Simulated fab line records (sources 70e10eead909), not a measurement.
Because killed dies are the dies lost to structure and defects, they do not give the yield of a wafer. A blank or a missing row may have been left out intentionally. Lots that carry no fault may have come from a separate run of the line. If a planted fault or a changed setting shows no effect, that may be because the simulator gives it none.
fab line records | flow nandHarc
[record] lots = 5 | wafers = 15 | lastDay = 33
route steps=1302 shown A_M0@1139 END@1302
lots with no fault: from the same line, run without faults
startH: hours from the record's first day to the start of the lot's first wafer shown | waitH: hours from the lot's prior step to this one | " unchanged from the row above | L1.1+2: a row that stands for several wafers | - no value, or no start was given | * or withheld: withheld | < > ~ a bound
route shown NAME@n: names a module that has steps shown in the file, with the first one's number in the route | usual: mean and standard deviation over wafers with no fault | same: alike in all rows | chamber/n: place in a boat | sites: readings site by site | _std_site: standard deviation of those values | _edge_site: inner sites' mean taken away from outer sites' mean | radiusMm: for every site, how far away it sits from the centre of the wafer | mask NAME#n: copy n | behind: the most recent tool/chamber to have shaped the wafer | hold: why the lot went on hold/how many hours it stayed there/how the hold came to an end | device: whichever transistor did not switch (one of n, p or np) | end of line: the route-end tests of the same wafers | a step given without rows: its recipe and nothing more | killed: the dies lost at the first sort to structure and to defects; this is not the yield of the wafer | map: the dies of a wafer, with x for killed, . for not killed, _ for no die there
set.NAME: the setting as run; set.NAME@STEP: as run at that earlier step | model.NAME: the simulator's own value behind a step, which no gauge read
certain route steps with their lots: each step a table, each wafer a row
services: when a tool's chamber went out of use (startH, in hours from the record's first day, below 0 if earlier), for how many hours, and the reason
[[steps]]
[step NHARC_A_M0_HMDS_02]
[recipe] timeS = 30
[step NHARC_A_M0_COAT_33]
[recipe] tempC = 200 | timeS = 65
[step NHARC_A_M0_COAT_03]
[recipe] spinRpm = 1500 | resistThkNm = 90
[step NHARC_A_M0_SOFTBAKE_04]
[recipe] tempC = 105 | timeS = 55
[step NHARC_A_M0_EBR_05]
[step NHARC_A_M0_EXPOSE_06]
[recipe] na = 1.35 | targetCdNm = 80 | doseMj = 83.25 | maskId = A_M0
[step NHARC_A_M0_PEB_07]
[recipe] pebTempC = 100 | pebTimeS = 65
[step NHARC_A_M0_DEVELOP_08]
[recipe] developTimeS = 35 | devTempC = 23
[step NHARC_A_M0_CD_MEAS_09]
[recipe] targetCdNm = 80 | landingEnergyEv = 500
[usual] cdNm = 79.5/0.66
lot.wafer | tool     | chamber | startH | waitH | cdNm
L969.1    | cdSem-02 | 0       | 540.86 | -     | 79.7
L969.3    | "        | 0       | "      | "     | 79.5
L969.6    | "        | 0       | "      | "     | 80.2
L973.1    | cdSem-01 | 0       | 571.76 | -     | 80.3
L973.2    | "        | 0       | "      | "     | 80.0
L973.6    | "        | 0       | "      | "     | 80.0
L983.2    | cdSem-02 | 0       | 672.75 | -     | 80.0
L983.4    | "        | 0       | "      | "     | 81.3
L983.5    | "        | 0       | "      | "     | 80.5
L986.2    | cdSem-02 | 0       | 708.97 | -     | 78.3
L986.4    | "        | 0       | "      | "     | 79.2
L986.5    | "        | 0       | "      | "     | 79.3
L989.1    | cdSem-01 | 0       | 747.89 | -     | 80.1
L989.3    | "        | 0       | "      | "     | 80.4
L989.5    | "        | 0       | "      | "     | 79.4
[step NHARC_A_M0_OVL_MEAS_10]
[recipe] pitchNm = 160
[usual] overlayXNm = -0.1/0.79 | overlayYNm = 0.0/0.72
lot.wafer | tool       | chamber | startH | waitH | overlayXNm | overlayYNm
L969.1    | overlay-01 | -       | 540.95 | -     | -2.3       | -0.5
L969.3    | "          | -       | "      | "     | -2.4       | -0.4
L969.6    | "          | -       | "      | "     | -2.8       | -0.5
L973.1    | overlay-02 | -       | 571.85 | -     | 0.7        | -0.7
L973.2    | "          | -       | "      | "     | 0.5        | -1.3
L973.6    | "          | -       | "      | "     | 0.8        | -0.8
L983.2    | overlay-02 | -       | 672.84 | -     | 0.9        | -1.5
L983.4    | "          | -       | "      | "     | 0.7        | -1.3
L983.5    | "          | -       | "      | "     | 0.4        | -1.2
L986.2    | overlay-01 | -       | 709.06 | -     | 0.3        | -0.8
L986.4    | "          | -       | "      | "     | -0.1       | -0.9
L986.5    | "          | -       | "      | "     | -0.2       | -1.3
L989.1    | overlay-02 | -       | 747.98 | -     | 0.0        | 0.5
L989.3    | "          | -       | "      | "     | 0.2        | 0.7
L989.5    | "          | -       | "      | "     | 0.4        | 0.7
[step NHARC_A_M0_INSPECT_11]
[usual] rawDefectCount = 83/38
lot.wafer | tool             | chamber | startH | waitH | rawDefectCount
L969.1    | defectInspect-02 | -       | 540.98 | 0.0   | 60
L969.3    | "                | -       | "      | "     | 54
L969.6    | "                | -       | "      | "     | 58
L973.1    | defectInspect-01 | -       | 571.89 | 0.0   | 160
L973.2    | "                | -       | "      | "     | 171
L973.6    | "                | -       | "      | "     | 153
L983.2    | defectInspect-02 | -       | 672.87 | 0.0   | 56
L983.4    | "                | -       | "      | "     | 66
L983.5    | "                | -       | "      | "     | 70
L986.2    | defectInspect-02 | -       | 709.10 | 0.0   | 26
L986.4    | "                | -       | "      | "     | 29
L986.5    | "                | -       | "      | "     | 18
L989.1    | defectInspect-01 | -       | 748.02 | 0.0   | 23
L989.3    | "                | -       | "      | "     | 28
L989.5    | "                | -       | "      | "     | 28
[step NHARC_A_M0_DESCUM_14]
[recipe] timeS = 3 | o2FlowSccm = 200 | arFlowSccm = 0 | biasPowerW = 0 | chemistry = O2
[usual] drypumpMotorCurrentA = 5.5/0.54 | oesProductAu = 0.995/0.012 | rfVppV = 57.7/0.88 | showerheadPlenumPTorr = 1.92/0.079 | throttleValvePct = 11.311/0.0094
lot.wafer | tool       | chamber | startH | waitH | drypumpMotorCurrentA | oesProductAu | rfHoursCounterH | rfVppV | showerheadPlenumPTorr | throttleValvePct
L969.3    | rieDiel-04 | 0       | 541.05 | 0.1   | 6.2                  | 0.994        | 0               | 57.4   | 1.96                  | 11.316
L969.1    | "          | 2       | "      | "     | 5.8                  | 0.986        | 0               | 58.1   | 1.98                  | 11.315
L969.6    | "          | 0       | "      | "     | 6.2                  | 0.981        | -               | 58.8   | 1.96                  | 11.293
L973.1    | rieDiel-13 | 2       | 571.96 | 0.1   | 5.1                  | 0.999        | 1.5             | 56.5   | 2.03                  | 11.315
L973.2    | "          | 0       | "      | "     | 5.1                  | 0.989        | 1.8             | 57.9   | 1.79                  | 11.305
L973.6    | "          | 2       | "      | "     | 5.1                  | 0.992        | -               | 57.4   | 2.03                  | 11.307
L983.2    | rieDiel-04 | 1       | 672.93 | 0.1   | 5.7                  | 1.019        | 7.7             | 57.4   | 1.86                  | 11.316
L983.4    | "          | 2       | "      | "     | 5.8                  | 1.003        | 5.9             | 57.1   | 1.98                  | 11.338
L983.5    | "          | 1       | "      | "     | 5.7                  | 1.025        | -               | 57.6   | 1.86                  | 11.316
L986.2    | rieDiel-13 | 2       | 709.16 | 0.1   | 5.1                  | 0.988        | 0.1             | 56.9   | 2.03                  | 11.311
L986.4    | "          | 1       | "      | "     | 4.8                  | 0.998        | 0.1             | 58.7   | 1.98                  | 11.320
L986.5    | "          | 2       | "      | "     | 5.2                  | 0.982        | -               | 59.3   | 2.03                  | 11.302
L989.1    | rieDiel-04 | 2       | 748.09 | 0.1   | 5.8                  | 1.016        | 2.2             | 58.4   | 1.98                  | 11.328
L989.3    | "          | 0       | "      | "     | 6.2                  | 0.989        | 1.2             | 58.3   | 1.95                  | 11.303
L989.5    | "          | 2       | "      | "     | 5.8                  | 1.008        | -               | 58.6   | 1.98                  | 11.297
[step NHARC_A_M0_ETCH_34]
[recipe] targetDepthA = 400 | overetchA = 120 | timeS = 43.94 | ionEnergyEv = 200 | n2FlowSccm = 150 | h2FlowSccm = 150 | arFlowSccm = 0 | rfW = 400 | biasW = 150 | chemistry = N2/H2
[usual] drypumpMotorCurrentA = 5.5/0.52 | oesProductAu = 0.993/0.013 | rfVppV = 430.8/2.5 | showerheadPlenumPTorr = 2.05/0.086 | throttleValvePct = 14.172/0.0091
lot.wafer | tool       | chamber | startH | waitH | drypumpMotorCurrentA | oesProductAu | rfHoursCounterH | rfVppV | showerheadPlenumPTorr | throttleValvePct
L969.1    | rieDiel-04 | 2       | 541.14 | 0.1   | 5.8                  | 0.999        | 0.0             | 433.4  | 2.12                  | 14.177
L969.3    | "          | 3       | "      | "     | 5.1                  | 1.000        | 0.0             | 430.3  | 2.01                  | 14.170
L969.6    | "          | 1       | "      | "     | 5.7                  | 1.026        | -               | 427.2  | 1.99                  | 14.156
L973.2    | rieDiel-13 | 1       | 572.04 | 0.1   | 4.8                  | 0.983        | 1.8             | 431.7  | 2.11                  | 14.165
L973.1    | "          | 0       | "      | "     | 5.1                  | 0.992        | 1.8             | 427.2  | 1.90                  | 14.161
L973.6    | "          | 2       | "      | "     | 5.1                  | 0.985        | -               | 434.3  | 2.17                  | 14.163
L983.4    | rieDiel-04 | 0       | 673.02 | 0.1   | 6.2                  | 0.844        | 7.8             | 431.7  | 2.08                  | 14.185
L983.2    | "          | 3       | "      | "     | 5.1                  | 0.990        | 6.8             | 429.2  | 2.01                  | 14.169
L983.5    | "          | 1       | "      | "     | 5.8                  | 1.018        | -               | 429.5  | 1.98                  | 14.174
L986.4    | rieDiel-13 | 1       | 709.24 | 0.1   | 4.9                  | 0.980        | 0.1             | 432.2  | 2.11                  | 14.177
L986.2    | "          | 0       | "      | "     | 5.1                  | 0.992        | 0.1             | 426.4  | 1.90                  | 14.175
L986.5    | "          | 1       | "      | "     | 4.8                  | 0.988        | -               | 433.2  | 2.11                  | 14.176
L989.1    | rieDiel-04 | 1       | 748.17 | 0.1   | 5.7                  | 1.017        | 1.3             | 429.0  | 1.98                  | 14.174
L989.3    | "          | 3       | "      | "     | 5.0                  | 0.971        | 2.1             | 429.3  | 2.00                  | 14.172
L989.5    | "          | 1       | "      | "     | 5.7                  | 1.004        | -               | 429.3  | 1.98                  | 14.173
[step NHARC_A_M0_ETCH_15]
[recipe] targetDepthA = 1500 | overetchA = 150 | timeS = 82.5 | c4f8FlowSccm = withheld | arFlowSccm = 400 | rfW = 600 | biasW = 300 | chemistry = C4F8/Ar
[usual] oesProductAu = 0.952/0.025 | rfVppV = 441.3/2.6
lot.wafer | tool       | chamber | startH | waitH | oesProductAu | rfHoursCounterH | rfVppV
L969.1    | rieDiel-04 | 2       | -      | -     | 0.990        | 0.0             | 443.1
L969.3    | "          | 3       | "      | "     | 0.965        | 0.0             | 440.2
L969.6    | "          | 1       | "      | "     | 0.993        | -               | 440.0
L973.2    | rieDiel-13 | 1       | -      | -     | 0.942        | 1.9             | 443.1
L973.1    | "          | 3       | "      | "     | 0.952        | 2.1             | 441.2
L973.6    | "          | 0       | "      | "     | 0.965        | -               | 436.7
L983.4    | rieDiel-04 | 2       | -      | -     | 0.928        | 5.9             | 444.0
L983.2    | "          | 3       | "      | "     | 0.918        | 6.8             | 440.5
L983.5    | "          | 1       | "      | "     | 0.934        | -               | 439.8
L986.4    | rieDiel-13 | 3       | -      | -     | 0.947        | 0.1             | 441.3
L986.2    | "          | 0       | "      | "     | 0.969        | 0.1             | 436.4
L986.5    | "          | 3       | "      | "     | 0.959        | -               | 443.0
L989.3    | rieDiel-04 | 3       | -      | -     | 0.934        | 2.1             | 440.1
L989.1    | "          | 0       | "      | "     | 0.950        | 1.3             | 441.2
L989.5    | "          | 3       | "      | "     | 0.935        | -               | 439.1
[step NHARC_END_SORT_01]
[recipe] tempC = 25
[usual] defectLimitedYield = 91/3.1 | killedAtArray = 57/21 | killedAtOther = 0.9/1.2 | killedAtPeriphery = 4.2/2.9 | killedDies = 62/21 | killedOpen = 3.2/1.8 | killedShort = 2.4/1.5
[same] grossDies = 677
lot.wafer | tool      | chamber | startH | waitH | defectLimitedYield[%] | killedAtArray | killedAtOther | killedAtPeriphery | killedDies | killedOpen | killedShort
L969.1    | prober-01 | 0       | 580.06 | 2.5   | 93                    | 48            | 0             | 2                 | 50         | 2          | 2
L969.3    | prober-01 | 0       | 581.64 | 3.1   | 94                    | 35            | 0             | 3                 | 38         | 2          | 0
L969.6    | prober-01 | 0       | 584.01 | 4.0   | 92                    | 47            | 0             | 6                 | 53         | 4          | 1
L973.1    | prober-02 | 0       | 610.54 | 2.5   | 88                    | 77            | 1             | 3                 | 81         | 2          | 1
L973.2    | prober-02 | 0       | 611.35 | 2.8   | 86                    | 89            | 3             | 1                 | 93         | 3          | 2
L973.6    | prober-02 | 0       | 614.56 | 4.0   | 84                    | 101           | 1             | 3                 | 105        | 4          | 4
L983.2    | prober-01 | 0       | 714.05 | 2.8   | 91                    | 57            | 0             | 2                 | 59         | 3          | 3
L983.4    | prober-01 | 0       | 715.64 | 3.4   | 92                    | 54            | 1             | 2                 | 57         | 6          | 3
L983.5    | prober-01 | 0       | 716.43 | 3.7   | 91                    | 54            | 1             | 3                 | 58         | 3          | 0
L986.2    | prober-01 | 0       | 749.93 | 2.8   | 96                    | 25            | 1             | 2                 | 28         | 4          | 2
L986.4    | prober-01 | 0       | 751.51 | 3.4   | 95                    | 25            | 1             | 5                 | 31         | 2          | 6
L986.5    | prober-01 | 0       | 752.30 | 3.7   | 96                    | 23            | 3             | 2                 | 28         | 2          | 4
L989.1    | prober-02 | 0       | 789.43 | 2.5   | 96                    | 22            | 0             | 5                 | 27         | 4          | 1
L989.3    | prober-02 | 0       | 791.00 | 3.1   | 95                    | 28            | 1             | 4                 | 33         | 2          | 2
L989.5    | prober-02 | 0       | 792.57 | 3.7   | 95                    | 30            | 1             | 3                 | 34         | 7          | 2
// killed by level:class
L969.1 A_SLIT:chamberFilmFlake=17 A_CHANNEL_HOLE_D2:chamberFilmFlake=8 A_CONTACT:chamberFilmFlake=7 A_M0:chamberFilmFlake=7 A_STAIRCASE:chamberFilmFlake=3 P_CONTACT:geometricParticle:open=1 P_M0:geometricParticle:short=1 A_ONON_D1:geometricParticle:open=1
L969.3 A_SLIT:chamberFilmFlake=22 A_CHANNEL_HOLE_D2:chamberFilmFlake=5 A_CONTACT:chamberFilmFlake=3 P_M0:geometricParticle:open=1 A_WL_FILL:geometricParticle:open=1 P_STI:chamberFilmFlake=1 P_BONDPAD:chamberFilmFlake=1 A_CHANNEL_HOLE_D1:chamberFilmFlake=1
L969.6 A_SLIT:chamberFilmFlake=22 A_CHANNEL_HOLE_D2:chamberFilmFlake=7 A_CONTACT:chamberFilmFlake=6 A_STAIRCASE:chamberFilmFlake=4 P_M0:geometricParticle:open=3 A_CHANNEL_HOLE_D1:chamberFilmFlake=2 A_M0:chamberFilmFlake=2 A_M0:geometricParticle:open=1
L973.1 A_CHANNEL_HOLE_D1:chamberFilmFlake=26 A_CHANNEL_HOLE_D2:chamberFilmFlake=20 A_SLIT:chamberFilmFlake=20 A_CHANNEL_FILL_D2:chamberFilmFlake=4 A_CONTACT:chamberFilmFlake=2 A_CHANNEL_FILL_D2:geometricParticle:open=1 A_WL_FILL:geometricParticle:short=1 A_WL_FILL:geometricParticle:open=1
L973.2 A_CHANNEL_HOLE_D2:chamberFilmFlake=29 A_SLIT:chamberFilmFlake=24 A_CHANNEL_HOLE_D1:chamberFilmFlake=23 A_CONTACT:chamberFilmFlake=4 A_WL_FILL:chamberFilmFlake=3 THIN_TSV:chamberFilmFlake=3 A_STAIRCASE:chamberFilmFlake=2 P_GATE:geometricParticle:open=1
L973.6 A_CHANNEL_HOLE_D1:chamberFilmFlake=30 A_SLIT:chamberFilmFlake=29 A_CHANNEL_HOLE_D2:chamberFilmFlake=28 A_CONTACT:chamberFilmFlake=4 A_WL_FILL:chamberFilmFlake=2 P_M2:geometricParticle:open=1 A_CHANNEL_HOLE_D1:geometricParticle:short=1 A_CHANNEL_FILL_D1:geometricParticle:short=1
L983.2 A_CHANNEL_HOLE_D2:chamberFilmFlake=23 A_CHANNEL_HOLE_D1:chamberFilmFlake=12 A_CONTACT:chamberFilmFlake=8 A_SLIT:chamberFilmFlake=3 A_CHANNEL_FILL_D2:chamberFilmFlake=2 A_STAIRCASE:chamberFilmFlake=2 A_CHANNEL_FILL_D1:geometricParticle:open=1 A_CHANNEL_FILL_D2:geometricParticle:short=1
L983.4 A_CHANNEL_HOLE_D2:chamberFilmFlake=22 A_CONTACT:chamberFilmFlake=9 A_CHANNEL_HOLE_D1:chamberFilmFlake=5 A_CHANNEL_FILL_D2:chamberFilmFlake=5 A_M0:geometricParticle:open=4 A_SLIT:chamberFilmFlake=3 A_CHANNEL_FILL_D1:geometricParticle:open=2 A_SOURCE_PLATE:geometricParticle:short=1
L983.5 A_CHANNEL_HOLE_D2:chamberFilmFlake=25 A_SLIT:chamberFilmFlake=8 A_CHANNEL_HOLE_D1:chamberFilmFlake=7 A_CHANNEL_FILL_D2:chamberFilmFlake=4 P_ZERO_WELL:chamberFilmFlake=3 A_CONTACT:chamberFilmFlake=3 A_SGD_CUT:geometricParticle:open=1 A_WL_FILL:geometricParticle:open=1
L986.2 A_CHANNEL_HOLE_D1:chamberFilmFlake=11 A_ZERO_WELL:chamberFilmFlake=2 A_STAIRCASE:chamberFilmFlake=2 A_SLIT:chamberFilmFlake=2 A_CONTACT:chamberFilmFlake=2 P_GATE:geometricParticle:open=1 A_SOURCE_PLATE:geometricParticle:short=1 A_CHANNEL_FILL_D1:geometricParticle:open=1
L986.4 A_CHANNEL_HOLE_D1:chamberFilmFlake=6 A_STAIRCASE:chamberFilmFlake=5 A_CONTACT:chamberFilmFlake=4 P_GATE:chamberFilmFlake=3 A_SLIT:chamberFilmFlake=3 P_GATE:geometricParticle:open=1 P_M0:geometricParticle:short=1 A_SOURCE_PLATE:geometricParticle:short=1
L986.5 A_CHANNEL_HOLE_D1:chamberFilmFlake=7 A_SLIT:chamberFilmFlake=4 A_CONTACT:chamberFilmFlake=4 THIN_TSV:chamberFilmFlake=3 A_STAIRCASE:chamberFilmFlake=2 P_M0:geometricParticle:short=1 A_ONON_D1:geometricParticle:open=1 A_CHANNEL_FILL_D2:geometricParticle:short=1
L989.1 A_SLIT:chamberFilmFlake=9 A_CONTACT:chamberFilmFlake=7 P_M2:chamberFilmFlake=2 P_GATE:geometricParticle:open=1 P_CONTACT:geometricParticle:open=1 A_CHANNEL_FILL_D2:geometricParticle:short=1 A_WL_FILL:geometricParticle:open=1 A_M0:geometricParticle:open=1
L989.3 A_SLIT:chamberFilmFlake=8 A_CONTACT:chamberFilmFlake=8 P_STI:chamberFilmFlake=3 A_DECK1_JOINT:chamberFilmFlake=3 A_CHANNEL_HOLE_D1:chamberFilmFlake=2 A_STAIRCASE:chamberFilmFlake=2 P_M0:geometricParticle:open=1 A_DECK1_JOINT:geometricParticle:short=1
L989.5 A_SLIT:chamberFilmFlake=7 A_CONTACT:chamberFilmFlake=6 A_CHANNEL_HOLE_D1:chamberFilmFlake=3 A_CHANNEL_HOLE_D2:geometricParticle:open=2 P_STI:chamberFilmFlake=2 A_STAIRCASE:chamberFilmFlake=2 A_SOURCE_PLATE:geometricParticle:short=1 A_SOURCE_PLATE:geometricParticle:open=1
[[services]]
tool       | chamber | startH | hours | kind
rieDiel-13 | -       | 519.00 | 9.0   | pm
rieDiel-04 | -       | 531.90 | 9.0   | pm
rieDiel-04 | 0       | 531.90 | 9.0   | ventCycle
rieDiel-04 | 1       | 531.90 | 9.0   | ventCycle
rieDiel-04 | 2       | 531.90 | 9.0   | ventCycle
rieDiel-04 | 3       | 531.90 | 9.0   | ventCycle
rieDiel-04 | 0       | 540.90 | -     | clean
rieDiel-04 | 1       | 540.90 | -     | clean
rieDiel-04 | 2       | 540.90 | -     | clean
rieDiel-04 | 3       | 540.90 | -     | clean
rieDiel-13 | 2       | 556.86 | 5.6   | repair
rieDiel-04 | 0       | 565.40 | -     | clean
rieDiel-04 | 1       | 565.40 | -     | clean
rieDiel-04 | 2       | 565.40 | -     | clean
rieDiel-04 | 3       | 565.40 | -     | clean
rieDiel-04 | 3       | 571.89 | 9.2   | repair
rieDiel-04 | 0       | 589.90 | -     | clean
rieDiel-04 | 1       | 589.90 | -     | clean
rieDiel-04 | 2       | 626.79 | 2.9   | repair
rieDiel-13 | 2       | 640.68 | 29.4  | repair
rieDiel-04 | 2       | 653.33 | 14.9  | repair
rieDiel-13 | -       | 696.00 | 9.0   | pm
rieDiel-04 | -       | 708.90 | 9.0   | pm
rieDiel-13 | 0       | 712.19 | 4.0   | repair
[[key]]
[firstSign] step = NHARC_A_M0_ETCH_34 | reading = oesProductAu | direction = down | sigmas = 12 | usual = 0.993 | struck = 0.844
effect none on later readings
metAt NHARC_A_M0_ETCH_34
struckWafers L983.4
onsetBetween 541.14 673.02
[fault] kind = processParameterDrift | tool = rieDiel-04 | chamber = - | onsetH = 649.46 | steps = NHARC_A_M0_ETCH_34 | channel = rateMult | offset = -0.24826 | shape = step | endH = 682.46 | scope = struckWafersOnly
